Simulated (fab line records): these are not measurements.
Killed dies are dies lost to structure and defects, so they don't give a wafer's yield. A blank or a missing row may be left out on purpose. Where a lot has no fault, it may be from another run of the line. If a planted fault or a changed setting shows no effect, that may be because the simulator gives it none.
Comparing a struck lot with a sound one / flow nand_harc / 20 out of 1302 route steps
Sound: these wafers, L676.1, L676.3, L676.6. The struck wafers were L691.1, L691.5, L691.6. The cause comes at the end.
Each step with rows lists, per side, the tool, then ch with its chambers, then its first start. Under that, the readings that differ: sound wafers / struck wafers / difference of the means / sigmas: that difference in standard deviations of wafers without a fault.
alike: same words and numbers on both sides, and readings whose means sit less than 2 such deviations apart. not compared: any withheld reading, any reading some wafer has no value for, any bound like >300 that may hide the same value, and any number with overlapping values for which the record gives no deviation.
The two part at a step that has a row with sigmas, a row that says differs or no value, or rows on one side only. Numbers that don't overlap but have no deviation are shown without sigmas and don't part them. A reading that every wafer of one side lacks parts them only if that side has two wafers or more.

first, 5 steps without rows for these wafers: NHARC_P_STI_SOFTBAKE_04 (time 70 s); NHARC_P_STI_EBR_05; NHARC_P_STI_EXPOSE_06 (exposes mask P STI, target cd 200 nm); NHARC_P_STI_PEB_07 (peb time 80 s); NHARC_P_STI_DEVELOP_08 (time 50 s).
NHARC_P_STI_CD_MEAS_09: target cd 200 nm.
  sound on cd_sem-01 ch 0, day 3 02:56; struck on cd_sem-01 ch 0, day 9 03:01
  alike: cd_nm
NHARC_P_STI_OVL_MEAS_10:
  sound: overlay-02 at day 3 03:01; struck: overlay-02 at day 9 03:06
  alike: overlay_x_nm, overlay_y_nm
NHARC_P_STI_INSPECT_11:
  sound: defect_inspect-01 at day 3 03:04; struck: defect_inspect-02 at day 9 03:08
  alike: raw_defect_count
then, 1 step without rows for these wafers: NHARC_P_STI_HARDBAKE_13 (time 65 s).
NHARC_P_STI_DESCUM_14: chemistry O2, time 3 s.
  sound on rie_diel-03 ch 0,1, day 3 03:11; struck on rie_diel-03 ch 0,2, day 9 03:16
  alike: drypump_motor_current_A, oes_product_au, rf_vpp_V, showerhead_plenum_p_Torr, throttle_valve_pct
  not compared: rf_hours_counter_h
NHARC_P_STI_ETCH_42: etches the open film in N2/H2, target depth 80 nm, overetch 24 nm, time 61 s.
  sound on rie_diel-03 ch 2,3, day 3 03:17; struck on rie_diel-03 ch 2,3, day 9 03:23
  alike: bias_w, chamber_pressure_mTorr, drypump_motor_current_A, oes_product_au, rf_vpp_V, showerhead_plenum_p_Torr, throttle_valve_pct
  not compared: rf_hours_counter_h
NHARC_P_STI_ETCH_31: etches the open film in CF4/CHF3, target depth 108.9 nm, time 54.5 s.
  sound on rie_diel-03 ch 0,2,3; struck on rie_diel-03 ch 0,2
  alike: bias_w, cf4_flow_sccm, drypump_motor_current_A, oes_product_au, rf_vpp_V, showerhead_plenum_p_Torr, throttle_valve_pct
  not compared: rf_hours_counter_h
NHARC_P_STI_ETCH_15: etches the open film in HBr/Cl2, target depth 300 nm, time 100.1 s.
  sound on rie_si-01 ch 1,2, day 3 03:28; struck on rie_si-02 ch 1,2,3, day 9 03:37
  no value came back on the struck wafers for any of 5 readings (bias_w (W), chamber_pressure_mTorr (mTorr) and others); on the sound wafers bias_w (W) reads 100.68 99.52 99.85
  not compared: rf_hours_counter_h
NHARC_P_STI_CD_MEAS_16:
  sound: cd_sem-02 at day 3 03:38; struck: cd_sem-01 at day 9 03:45
  alike: cd_nm
NHARC_P_STI_OCD_MEAS_17:
  sound: ocd-01 at day 3 03:43; struck: ocd-02 at day 9 03:50
reading=trench_depth_nm (nm); sound=288 291 289; struck=0 0 0; difference=-289; sigmas=-39
reading=trench_foot_cd_nm (nm); sound=164 163 162; struck=- - -; difference=no value on the struck wafers; sigmas=
then, 3 steps without rows for these wafers: NHARC_P_STI_STRIP_19 (strips in SPM, time 900 s); NHARC_P_STI_PRECLEAN_32 (cleans in SC1); NHARC_P_STI_SRD_23.
NHARC_P_STI_OCD_MEAS_43:
  sound: ocd-02 at day 3 04:14; struck: ocd-01 at day 9 04:20
reading=trench_depth_nm (nm); sound=287 291 289; struck=0 1 0; difference=-289; sigmas=-39
reading=trench_foot_cd_nm (nm); sound=164 162 162; struck=- - -; difference=no value on the struck wafers; sigmas=
then, 1 step without rows for these wafers: NHARC_P_STI_OXIDE_33 (material SiO2, target thk 10 nm, ox time 281 s).

WHERE THEY PART
Earliest at NHARC_P_STI_ETCH_15; latest, in this record, at NHARC_P_STI_OCD_MEAS_43.

WHY: what had been put in by the simulator
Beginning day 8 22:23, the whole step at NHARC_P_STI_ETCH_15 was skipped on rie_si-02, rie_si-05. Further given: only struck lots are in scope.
